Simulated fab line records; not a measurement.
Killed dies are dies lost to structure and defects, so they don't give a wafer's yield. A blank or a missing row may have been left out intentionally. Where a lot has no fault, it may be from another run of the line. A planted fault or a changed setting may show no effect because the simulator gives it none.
8D (eight disciplines) problem report, filled in by code + flow nand harc + the parts of the form that need people (team, actions taken, sign-off) are left out

1. THE PROBLEM
At NHARC_A_WL_FILL_ETCHBACK_05, oes product au averages 1.352 a.u. over 3 wafers from 3 lots, while fault-free wafers read 1.001 a.u., standard deviation 0.0093. That puts it +38 standard deviations away from the usual mean.
The step: etches the open film in Cl2/BCl3, target depth 22 nm, time 60 s.
Earliest sighting: wafer L982.3 on rie metal-02 at day 24 01:41. Wafers with a number at this step in the record: 40, from 14 lots. The rule behind "out" and "out of limits": a value lying over 4 standard deviations away from the usual mean. All remaining wafers that have a number are taken as sound.

2. WHAT IT IS AND WHAT IT IS NOT
| question                    | is                     | is not                                                                                                         |
|-----------------------------|------------------------|----------------------------------------------------------------------------------------------------------------|
| which readings at this step | oes product au         | drypump motor current A                                                                                        |
| which lots                  | L981, L982, L983       | L973, L974, L976, L978, L979, L980, L989, L990, L991, L993, L994                                               |
| which wafers of those lots  | L981.2, L982.3, L983.2 | L981.1, L981.4, L982.6, L983.5                                                                                 |
| read on which tools         | rie metal-02           | rie metal-01, rie metal-03                                                                                     |
| when                        | from day 24 01:41      | up to then (16 sound wafers); but 21 sound wafers of L980, L981, L983, L989, L990, L991, L993, L994 came after |

3. THE SUSPECTS, EACH WITH WHAT RULES IT OUT
Counting: any tool at a process step up to the reading remains a suspect provided it ran every lot that is out. Sound lots after the first of them don't rule it out here, since some wafers of a struck lot are sound.
- rie metal-02 at NHARC_A_WL_FILL_ETCHBACK_05 (etches the open film in Cl2/BCl3, target depth 22 nm, time 60 s): kept. It processed each lot that is out (first: L982, day 24 01:41); up to then, its last sound lot is L978 (day 22 16:20). Its own readings are out on those wafers: oes product au.
Remaining after the count: rie metal-02 at NHARC_A_WL_FILL_ETCHBACK_05.

4. THE CAUSE (what the simulator had put in)
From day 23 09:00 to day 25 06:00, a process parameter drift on rie metal-02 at NHARC_A_WL_FILL_ETCHBACK_05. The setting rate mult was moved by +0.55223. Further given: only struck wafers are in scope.
Counting left only this tool.

5. SEQUENCE OF EFFECTS, ordered by route
One row per reading whose mean, taken over the struck wafers that have a number, lies over 3 standard deviations from the usual. Only readings for which the record gives a usual standard deviation are gone through. hours: the time from each lot's start at the first step in this table that gives one to its start at this step, as a median over the lots. sigmas: the change in usual standard deviations.
| hours | step                        | reading        | usual      | on struck wafers | change | sigmas |
|-------|-----------------------------|----------------|------------|------------------|--------|--------|
| 0     | NHARC_A_WL_FILL_ETCHBACK_05 | oes product au | 1.001 a.u. | 1.352            | +0.351 | +38    |
The process steps in it:
- NHARC_A_WL_FILL_ETCHBACK_05: etches the open film in Cl2/BCl3, target depth 22 nm, time 60 s.

6. HOW IT WOULD HAVE BEEN CAUGHT EARLIER
The fault began at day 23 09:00; the first out-of-limits reading in this record came at day 24 01:41, 17 hours later.
